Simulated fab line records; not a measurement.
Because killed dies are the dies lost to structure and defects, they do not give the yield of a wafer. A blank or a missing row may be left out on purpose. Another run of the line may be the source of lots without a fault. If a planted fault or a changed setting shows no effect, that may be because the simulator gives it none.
fab line records    flow nand_harc
record: lots: 6  wafers: 18  last_day: 33
route steps=1302 shown A_ONON_D2@546 END@1302
lots that met no fault: from a run of the same line without faults
start_h: hours from the record's first day to the start of the lot's first wafer shown    wait_h: hours since the lot's step before    " as in the row above    L1.1+2: a single row standing in for several wafers    - no value present, or no start provided    * or withheld: withheld    < > ~ a bound
route shown NAME@n: names a module that has steps shown in the file, with the first one's number in the route    usual: mean/standard deviation of fault-free wafers    same: alike in all rows    chamber/n: place in a boat    sites: the reading at each site    _std_site: the values' standard deviation    _edge_site: mean of outer sites minus mean of inner sites    radius_mm: for every site, how far away it sits from the centre of the wafer    mask NAME#n: copy n    behind: the most recent tool/chamber to have shaped the wafer    hold: the reason the lot was held/the length of the hold in hours/how it ended    device: names the non-switching transistor (n, p or np)    end of line: tests of these same wafers at the route's end    for a step that has no rows: nothing shown but its recipe    killed: dies lost to structure and defects at the first sort, not the wafer's yield    map: the dies of a wafer, with x for killed, . for not killed, _ for no die there
set.NAME: setting as actually run; set.NAME@STEP: the setting as run at that earlier step    model.NAME: the simulator's own value behind a step, which no gauge read
a table for each step, a row for each wafer; lots at some steps of the route
services: a tool's chamber out of use, with start hour (start_h, from the record's first day; less than 0 if before it), hours out, and reason
== steps ==
step: NHARC_A_ONON_D2_THK_MEAS_02
recipe: thk_meas_gauge: ellipsometry
usual: thk_nm: 998/9.4
lot.wafer  tool           chamber  start_h  wait_h  thk_nm
L524.2     film_metro-02  -        303.41   -       994
L524.4     "              -        "        "       994
L524.5     "              -        "        "       992
L530.4     film_metro-01  -        366.80   -       992
L530.5     "              -        "        "       991
L530.6     "              -        "        "       992
L535.3     film_metro-01  -        423.82   -       1006
L535.4     "              -        "        "       1009
L535.5     "              -        "        "       1009
L537.1     film_metro-01  -        441.67   -       994
L537.3     "              -        "        "       995
L537.4     "              -        "        "       994
L542.3     film_metro-01  -        488.26   -       989
L542.5     "              -        "        "       991
L542.6     "              -        "        "       990
L544.3     film_metro-02  -        498.54   -       1008
L544.4     "              -        "        "       1010
L544.6     "              -        "        "       1008
step: NHARC_A_ONON_D2_DEP_03
recipe: target_thk_a: 10000  n2_flow_sccm: 2750  n2o_flow_sccm: 2000  nh3_flow_sccm: 500  sih4_flow_sccm: 210  temp_c: 400
step: NHARC_A_ONON_D2_THK_MEAS_05
recipe: thk_meas_gauge: ellipsometry
usual: thk_nm: 1001/11
lot.wafer  tool           chamber  start_h  wait_h  thk_nm
L524.2     film_metro-02  -        303.98   -       1010
L524.4     "              -        "        "       1008
L524.5     "              -        "        "       1011
L530.4     film_metro-02  -        367.36   -       1015
L530.5     "              -        "        "       1014
L530.6     "              -        "        "       1013
L535.3     film_metro-01  -        424.38   -       996
L535.4     "              -        "        "       996
L535.5     "              -        "        "       996
L537.1     film_metro-01  -        442.22   -       992
L537.3     "              -        "        "       991
L537.4     "              -        "        "       993
L542.3     film_metro-01  -        488.82   -       1007
L542.5     "              -        "        "       1008
L542.6     "              -        "        "       1008
L544.3     film_metro-02  -        499.10   -       983
L544.4     "              -        "        "       984
L544.6     "              -        "        "       982
step: NHARC_A_ONON_D2_DEP_06
recipe: target_thk_a: 10000  n2_flow_sccm: 2750  n2o_flow_sccm: 2000  nh3_flow_sccm: 500  sih4_flow_sccm: 210  temp_c: 400
step: NHARC_A_ONON_D2_THK_MEAS_08
recipe: thk_meas_gauge: ellipsometry
usual: thk_nm: 1003/10
lot.wafer  tool           chamber  start_h  wait_h  thk_nm
L524.2     film_metro-02  -        304.55   -       1004
L524.4     "              -        "        "       1005
L524.5     "              -        "        "       1004
L530.4     film_metro-01  -        367.93   -       998
L530.5     "              -        "        "       997
L530.6     "              -        "        "       997
L535.3     film_metro-02  -        424.95   -       998
L535.4     "              -        "        "       999
L535.5     "              -        "        "       1000
L537.1     film_metro-01  -        442.79   -       999
L537.3     "              -        "        "       998
L537.4     "              -        "        "       999
L542.3     film_metro-01  -        489.39   -       1016
L542.5     "              -        "        "       1017
L542.6     "              -        "        "       1019
L544.3     film_metro-02  -        499.67   -       1004
L544.4     "              -        "        "       1003
L544.6     "              -        "        "       1003
step: NHARC_A_ONON_D2_DEP_09
recipe: target_thk_a: 10000  n2_flow_sccm: 2750  n2o_flow_sccm: 2000  nh3_flow_sccm: 500  sih4_flow_sccm: 210  temp_c: 400
step: NHARC_A_ONON_D2_THK_MEAS_11
recipe: thk_meas_gauge: ellipsometry
usual: thk_nm: 997/8.2
lot.wafer  tool           chamber  start_h  wait_h  thk_nm
L524.2     film_metro-02  -        305.12   -       980
L524.4     "              -        "        "       979
L524.5     "              -        "        "       978
L530.4     film_metro-02  -        368.50   -       998
L530.5     "              -        "        "       1001
L530.6     "              -        "        "       1003
L535.3     film_metro-01  -        425.52   -       1009
L535.4     "              -        "        "       1006
L535.5     "              -        "        "       1005
L537.1     film_metro-01  -        443.35   -       1004
L537.3     "              -        "        "       1004
L537.4     "              -        "        "       1005
L542.3     film_metro-01  -        489.98   -       1008
L542.5     "              -        "        "       1007
L542.6     "              -        "        "       1008
L544.3     film_metro-01  -        500.23   -       994
L544.4     "              -        "        "       995
L544.6     "              -        "        "       995
step: NHARC_A_ONON_D2_DEP_12
recipe: target_thk_a: 10000  n2_flow_sccm: 2750  n2o_flow_sccm: 2000  nh3_flow_sccm: 500  sih4_flow_sccm: 210  temp_c: 400
step: NHARC_A_ONON_D2_THK_MEAS_14
recipe: thk_meas_gauge: ellipsometry
usual: thk_nm: 1000/11
lot.wafer  tool           chamber  start_h  wait_h  thk_nm
L524.2     film_metro-02  -        305.69   -       991
L524.4     "              -        "        "       990
L524.5     "              -        "        "       989
L530.4     film_metro-01  -        369.06   -       1013
L530.5     "              -        "        "       1012
L530.6     "              -        "        "       1013
L535.3     film_metro-02  -        426.08   -       1024
L535.4     "              -        "        "       1023
L535.5     "              -        "        "       1023
L537.1     film_metro-02  -        443.92   -       992
L537.3     "              -        "        "       995
L537.4     "              -        "        "       993
L542.3     film_metro-02  -        490.55   -       982
L542.5     "              -        "        "       982
L542.6     "              -        "        "       985
L544.3     film_metro-02  -        500.79   -       994
L544.4     "              -        "        "       994
L544.6     "              -        "        "       992
step: NHARC_A_ONON_D2_ANNEAL_15
recipe: temp_c: 750  time_s: 3600
step: NHARC_A_ONON_D2_DEP_16
recipe: target_thk_a: 10000  n2_flow_sccm: 2750  n2o_flow_sccm: 2000  nh3_flow_sccm: 500  sih4_flow_sccm: 210  temp_c: 400
step: NHARC_A_ONON_D2_THK_MEAS_18
recipe: thk_meas_gauge: ellipsometry
usual: thk_nm: 1002/8.7
lot.wafer  tool           chamber  start_h  wait_h  thk_nm
L524.2     film_metro-02  -        313.39   -       1003
L524.4     "              -        "        "       1002
L524.5     "              -        "        "       1003
L530.4     film_metro-01  -        376.42   -       999
L530.5     "              -        "        "       997
L530.6     "              -        "        "       998
L535.3     film_metro-01  -        433.46   -       1002
L535.4     "              -        "        "       1000
L535.5     "              -        "        "       1004
L537.1     film_metro-02  -        451.24   -       1008
L537.3     "              -        "        "       1007
L537.4     "              -        "        "       1008
L542.3     film_metro-01  -        501.03   -       1006
L542.5     "              -        "        "       1005
L542.6     "              -        "        "       1006
L544.3     film_metro-01  -        508.82   -       1003
L544.4     "              -        "        "       1002
L544.6     "              -        "        "       1004
step: NHARC_A_ONON_D2_DEP_19
recipe: target_thk_a: 10000  n2_flow_sccm: 2750  n2o_flow_sccm: 2000  nh3_flow_sccm: 500  sih4_flow_sccm: 210  temp_c: 400
usual: nh3_flow_sccm: 499.6/1.5
lot.wafer  tool           chamber  start_h  wait_h  nh3_flow_sccm
L524.2     pecvd_onon-02  0        313.50   0.1     499.6
L524.4     "              0        "        "       498.8
L524.5     "              0        "        "       498.2
L530.4     pecvd_onon-04  0        376.65   0.2     501.9
L530.5     "              0        "        "       500.7
L530.6     "              0        "        "       501.8
L535.3     pecvd_onon-04  0        433.63   0.2     497.9
L535.4     "              0        "        "       498.4
L535.5     "              0        "        "       498.9
L537.1     pecvd_onon-04  0        451.29   0.1     501.8
L537.3     "              0        "        "       500.7
L537.4     "              0        "        "       501.8
L542.3     pecvd_onon-02  0        501.20   0.2     499.9
L542.5     "              0        "        "       499.0
L542.6     "              0        "        "       499.5
L544.3     pecvd_onon-02  0        508.99   0.2     501.0
L544.4     "              0        "        "       500.5
L544.6     "              0        "        "       501.6
step: NHARC_A_ONON_D2_THK_MEAS_21
recipe: thk_meas_gauge: ellipsometry
usual: thk_nm: 1002/10
lot.wafer  tool           chamber  start_h  wait_h  thk_nm
L524.2     film_metro-02  -        313.96   -       1008
L524.4     "              -        "        "       1008
L524.5     "              -        "        "       1008
L530.4     film_metro-01  -        376.99   -       1009
L530.5     "              -        "        "       1008
L530.6     "              -        "        "       1008
L535.3     film_metro-01  -        434.02   -       1011
L535.4     "              -        "        "       1586
L535.5     "              -        "        "       1010
L537.1     film_metro-02  -        451.81   -       1569
L537.3     "              -        "        "       994
L537.4     "              -        "        "       1570
L542.3     film_metro-01  -        501.60   -       974
L542.5     "              -        "        "       974
L542.6     "              -        "        "       975
L544.3     film_metro-01  -        509.38   -       988
L544.4     "              -        "        "       990
L544.6     "              -        "        "       991
step: NHARC_A_ONON_D2_DEP_22
recipe: target_thk_a: 10000  n2_flow_sccm: 2750  n2o_flow_sccm: 2000  nh3_flow_sccm: 500  sih4_flow_sccm: 210  temp_c: 400
step: NHARC_END_SORT_01
recipe: temp_c: 25
usual: killed_at_array: 46/16  killed_at_other: 0.9/1.3  killed_at_periphery: 4.1/3  killed_dies: 51/17  killed_open: 3.5/1.8  killed_short: 2.5/1.8
same: gross_dies: 677
lot.wafer  tool       chamber  start_h  wait_h  killed_at_array  killed_at_other  killed_at_periphery  killed_dies  killed_open  killed_short
L535.4     prober-02  0        708.09   3.4     674              1                2                    677          2            3
L537.1     prober-02  0        742.20   2.5     676              0                1                    677          1            2
L537.4     prober-02  0        744.63   3.4     670              1                6                    677          2            4
killed by level:class
L535.4 A_ONON_D2:area_dep=637 A_SLIT:chamber_film_flake=18 A_CHANNEL_HOLE_D1:chamber_film_flake=8 A_CONTACT:chamber_film_flake=5 A_SGD_CUT:geometric_particle:open=2 P_M1:geometric_particle:short=1 A_DECK1_JOINT:geometric_particle:short=1 A_CHANNEL_HOLE_D2:geometric_particle:short=1
L537.1 A_ONON_D2:area_dep=603 A_SLIT:chamber_film_flake=21 A_CHANNEL_HOLE_D1:chamber_film_flake=19 A_CHANNEL_HOLE_D2:chamber_film_flake=18 A_STAIRCASE:chamber_film_flake=4 A_CONTACT:chamber_film_flake=4 A_WL_FILL:chamber_film_flake=2 A_CHANNEL_FILL_D1:geometric_particle:short=1
L537.4 A_ONON_D2:area_dep=574 A_CHANNEL_HOLE_D1:chamber_film_flake=30 A_CHANNEL_HOLE_D2:chamber_film_flake=28 A_SLIT:chamber_film_flake=19 A_CONTACT:chamber_film_flake=8 A_STAIRCASE:chamber_film_flake=5 P_GATE:chamber_film_flake=3 P_M0:geometric_particle:open=1
map L535.4 (x killed, . not)
____________x____________
_________xxxxxxx_________
_______xxxxxxxxxxx_______
______xxxxxxxxxxxxx______
_____xxxxxxxxxxxxxxx_____
____xxxxxxxxxxxxxxxxx____
____xxxxxxxxxxxxxxxxx____
___xxxxxxxxxxxxxxxxxxx___
___xxxxxxxxxxxxxxxxxxx___
__xxxxxxxxxxxxxxxxxxxxx__
__xxxxxxxxxxxxxxxxxxxxx__
_xxxxxxxxxxxxxxxxxxxxxxx_
_xxxxxxxxxxxxxxxxxxxxxxx_
_xxxxxxxxxxxxxxxxxxxxxxx_
_xxxxxxxxxxxxxxxxxxxxxxx_
_xxxxxxxxxxxxxxxxxxxxxxx_
xxxxxxxxxxxxxxxxxxxxxxxxx
xxxxxxxxxxxxxxxxxxxxxxxxx
xxxxxxxxxxxxxxxxxxxxxxxxx
xxxxxxxxxxxxxxxxxxxxxxxxx
xxxxxxxxxxxxxxxxxxxxxxxxx
_xxxxxxxxxxxxxxxxxxxxxxx_
_xxxxxxxxxxxxxxxxxxxxxxx_
_xxxxxxxxxxxxxxxxxxxxxxx_
_xxxxxxxxxxxxxxxxxxxxxxx_
_xxxxxxxxxxxxxxxxxxxxxxx_
__xxxxxxxxxxxxxxxxxxxxx__
__xxxxxxxxxxxxxxxxxxxxx__
___xxxxxxxxxxxxxxxxxxx___
___xxxxxxxxxxxxxxxxxxx___
____xxxxxxxxxxxxxxxxx____
____xxxxxxxxxxxxxxxxx____
_____xxxxxxxxxxxxxxx_____
______xxxxxxxxxxxxx______
_______xxxxxxxxxxx_______
_________xxxxxxx_________
____________x____________
map L537.1 (x killed, . not)
____________x____________
_________xxxxxxx_________
_______xxxxxxxxxxx_______
______xxxxxxxxxxxxx______
_____xxxxxxxxxxxxxxx_____
____xxxxxxxxxxxxxxxxx____
____xxxxxxxxxxxxxxxxx____
___xxxxxxxxxxxxxxxxxxx___
___xxxxxxxxxxxxxxxxxxx___
__xxxxxxxxxxxxxxxxxxxxx__
__xxxxxxxxxxxxxxxxxxxxx__
_xxxxxxxxxxxxxxxxxxxxxxx_
_xxxxxxxxxxxxxxxxxxxxxxx_
_xxxxxxxxxxxxxxxxxxxxxxx_
_xxxxxxxxxxxxxxxxxxxxxxx_
_xxxxxxxxxxxxxxxxxxxxxxx_
xxxxxxxxxxxxxxxxxxxxxxxxx
xxxxxxxxxxxxxxxxxxxxxxxxx
xxxxxxxxxxxxxxxxxxxxxxxxx
xxxxxxxxxxxxxxxxxxxxxxxxx
xxxxxxxxxxxxxxxxxxxxxxxxx
_xxxxxxxxxxxxxxxxxxxxxxx_
_xxxxxxxxxxxxxxxxxxxxxxx_
_xxxxxxxxxxxxxxxxxxxxxxx_
_xxxxxxxxxxxxxxxxxxxxxxx_
_xxxxxxxxxxxxxxxxxxxxxxx_
__xxxxxxxxxxxxxxxxxxxxx__
__xxxxxxxxxxxxxxxxxxxxx__
___xxxxxxxxxxxxxxxxxxx___
___xxxxxxxxxxxxxxxxxxx___
____xxxxxxxxxxxxxxxxx____
____xxxxxxxxxxxxxxxxx____
_____xxxxxxxxxxxxxxx_____
______xxxxxxxxxxxxx______
_______xxxxxxxxxxx_______
_________xxxxxxx_________
____________x____________
== services ==
tool           chamber  start_h  hours  kind
pecvd_onon-04  -        311.29   13.0   pm
pecvd_onon-02  -        366.00   13.0   pm
pecvd_onon-04  -        492.29   13.0   pm
== key ==
first_sign: step: NHARC_A_ONON_D2_THK_MEAS_21  reading: thk_nm  direction: up  sigmas: 57  usual: 1002  struck: 1575
effect: step: NHARC_END_SORT_01  reading: killed_at_array  direction: up  sigmas: 38  usual: 46  struck: 673
more_kills_born_at: NHARC_A_ONON_D2_DEP_19@pecvd_onon-04: 1814
met_at NHARC_A_ONON_D2_DEP_19
struck_wafers L535.4,L537.1,L537.4
later_rows_left_out L535.4,L537.1,L537.4
tester_left_out L535,L537
onset_between 376.65 433.63
fault: kind: process_parameter_drift  tool: pecvd_onon-04  chamber: -  onset_h: 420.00  steps: NHARC_A_ONON_D2_DEP_19  channel: target_thk_a  offset: *  shape: step  end_h: 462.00  scope: struck_wafers_only  acts_in: *  stated: *
tester_left_out: of these lots the tester's yield and bins aren't shown, on N5 and GAA mostly nor the transistor test; their killed dies are dies lost to structure and defects alone, not to doping, threshold or leakage, so they don't give the yield
later_rows_left_out: the simulator's readings of these wafers behind a module that went badly wrong aren't trusted and aren't shown, but for the sort
